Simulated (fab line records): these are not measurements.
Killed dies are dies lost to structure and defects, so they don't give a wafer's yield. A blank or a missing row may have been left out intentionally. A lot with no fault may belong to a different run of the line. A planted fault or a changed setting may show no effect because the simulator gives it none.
Matching of chambers ; flow nand_harc ; pecvd-01 running NHARC_P_CONTACT_DEP_30: 3 sister chambers
The step deposits SiNx, target thk 30 nm. 6 wafers are shown with their chamber, then 10 later ones without.

## WAFERS, EACH WITH ITS CHAMBER
wafer;chamber;heater_power_w (W)
L084.6;1;678
L083.2;0;618
L085.3;1;781
L085.6;2;623
L089.1;0;776
L089.3;2;686

## WAFERS MISSING THEIR CHAMBER
wafer;heater_power_w (W)
L089.4;768
L091.4;759
L091.5;769
L091.6;620
L090.3;741
L090.5;730
L090.6;688
L094.4;712
L094.5;610
L094.6;730

## EACH ONE'S CHAMBER
wafer;from the rows above;in truth
L089.4;can't be placed: 1 or 0 or 2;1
L091.4;can't be placed: 1 or 0 or 2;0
L091.5;can't be placed: 1 or 0 or 2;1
L091.6;can't be placed: 2 or 0 or 1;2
L090.3;can't be placed: 1 or 0 or 2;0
L090.5;can't be placed: 1 or 0 or 2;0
L090.6;can't be placed: 0 or 2 or 1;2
L094.4;can't be placed: 0 or 1 or 2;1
L094.5;can't be placed: 2 or 0 or 1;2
L094.6;can't be placed: 1 or 0 or 2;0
0 of 10 placed correctly. From these rows, 10 cannot be placed; in 10 the true chamber is one of the candidates. Placed wrongly: 0.
How it was worked out, from the rows above alone: a wafer's distance from a chamber is the root of the sum, over the readings, of the square of ((its reading less the chamber's mean) divided by the reading's scatter). The wafer belongs to the nearest chamber; if the next one is less than 2 further off, it can't be placed. Each chamber's mean is taken over the wafers shown for it. How the scatter is found: for the shown wafers, subtract from each reading the mean of its chamber, square and add these, divide the total by (wafers less chambers), then take the root.
